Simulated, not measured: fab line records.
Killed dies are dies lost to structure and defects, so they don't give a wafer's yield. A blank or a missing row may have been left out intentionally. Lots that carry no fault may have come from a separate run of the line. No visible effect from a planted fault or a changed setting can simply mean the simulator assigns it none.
Problem report in the 8D (eight disciplines) form, filled by code -- flow nandHarc -- the parts of the form that need people (team, actions taken, sign-off) are left out

1. WHAT WENT WRONG
Wafers without a fault read 1.4 %, standard deviation 0.55; sort_bin_2_pct at NHARC_END_SORT_01 reads a mean of 97.2 % on 3 wafers belonging to 2 lots. So: +99 or more standard deviations from the usual mean.
The first sign was on wafer L643.1 at day 21 20:38, on prober-01. At this step, 6 wafers from 2 lots have a number in the record. By rule, "out" or "out of limits" means more than 4 standard deviations away from the usual mean. All remaining wafers that have a number are taken as sound.

2. WHAT IT IS AND WHAT IT IS NOT
question,is,is not
which readings at this step,"sort_bin_2_pct, defectLimitedYield, killedAtArray, killedDies, sortNPass, sortRimYieldPct, sortYieldPct","killedAtOther, killedAtPeriphery, killedOpen, killedShort, sort_bin_3_pct, sort_bin_4_pct"
which lots,"L643, L647",-
which wafers of those lots,"L643.1, L647.3, L647.6","L643.4, L643.6, L647.5"
read on which gauges,"prober-01, prober-02",-
when,from day 21 20:38,"up to then (0 sound wafers); but 3 sound wafers of L643, L647 came after"

3. THE SUSPECTS, EACH WITH WHAT RULES IT OUT
Counting: if a tool at a process step up to the reading ran every lot that is out, it stays a suspect. Sound lots after the first of them don't rule it out here, since some wafers of a struck lot are sound.
- the gauge at NHARC_END_SORT_01 has been ruled out. Those wafers that are out were read across 2 gauges (prober-01, prober-02).
- rieDiel-12 at NHARC_A_BONDPAD_DESCUM_11 (chemistry O2, time 3 s): kept. It ran every lot that is out, first L643 (day 20 11:45).
- rieDiel-12 at NHARC_A_BONDPAD_ETCH_34 (etches the open film in N2/H2, target depth 60 nm, overetch 18 nm, time 65.91 s): kept. It ran every lot that is out, first L643 (day 20 11:50).
- rieDiel-12 at NHARC_A_BONDPAD_ETCH_12 (etches the open film in CHF3/O2, target depth 220 nm, time 110 s): kept. It ran every lot that is out, first L643 (day 20 11:56). On those wafers its own readings are out: oesProductAu, rfFwdPowerW.
- At NHARC_A_BONDPAD_ETCH_12 on rieDiel-12, chamber 2 took the sound wafers of the same lots and chamber 3 took the wafers that are out.
After the count, these remain: rieDiel-12 at NHARC_A_BONDPAD_DESCUM_11, rieDiel-12 at NHARC_A_BONDPAD_ETCH_34 and rieDiel-12 at NHARC_A_BONDPAD_ETCH_12.

4. THE CAUSE (what the simulator had put in)
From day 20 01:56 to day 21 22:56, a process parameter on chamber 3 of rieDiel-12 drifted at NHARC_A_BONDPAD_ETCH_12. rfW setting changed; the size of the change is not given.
Of the 3 suspects that counting leaves, this tool is one.

5. THE CHAIN OF EFFECTS, in route order
Rows list readings where the struck wafers' mean (over those with a number) sits beyond 3 standard deviations from the usual. Readings are gone through only where the record gives a usual standard deviation; hours: the median, over the lots, of the time from a lot's start at the first step in this table giving one to that lot's start at this step; sigmas: the change measured in usual standard deviations.
hours,step,reading,usual,on struck wafers,change,sigmas
0,NHARC_A_BONDPAD_ETCH_12,oesProductAu,0.940 a.u.,0.711,-0.229,-11
0,NHARC_A_BONDPAD_ETCH_12,rfFwdPowerW,496.9 W,298.2,-198.7,-99 or more
31,NHARC_END_SORT_01,defectLimitedYield,95.4 %,0.0,-95.4,-73
31,NHARC_END_SORT_01,killedAtArray,27,672,+645,+81
31,NHARC_END_SORT_01,killedDies,31,677,+646,+73
31,NHARC_END_SORT_01,sort_bin_2_pct,1.4 %,97.2,+95.8,+99 or more
31,NHARC_END_SORT_01,sortNPass,646,0,-646,-73
31,NHARC_END_SORT_01,sortRimYieldPct,95.5 %,0.0,-95.5,-35
31,NHARC_END_SORT_01,sortYieldPct,95.4 %,0.0,-95.4,-73
It contains these process steps:
- NHARC_A_BONDPAD_ETCH_12: etches the open film in CHF3/O2, target depth 220 nm, time 110 s.

6. WHAT WOULD HAVE CAUGHT IT SOONER
43 hours passed between the start of the fault at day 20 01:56 and the first reading out of limits at a measuring or inspecting step in this record, taken at day 21 20:38.
The tool's own readings at NHARC_A_BONDPAD_ETCH_12 were out on every struck wafer that the step has a row for (oesProductAu, rfFwdPowerW): an alarm limit on them would have fired on the first of those.
Of the lots that are out (2), L647 began NHARC_A_BONDPAD_ETCH_12 on rieDiel-12 after day 21 20:38. Holding the tool at that time would have saved it.
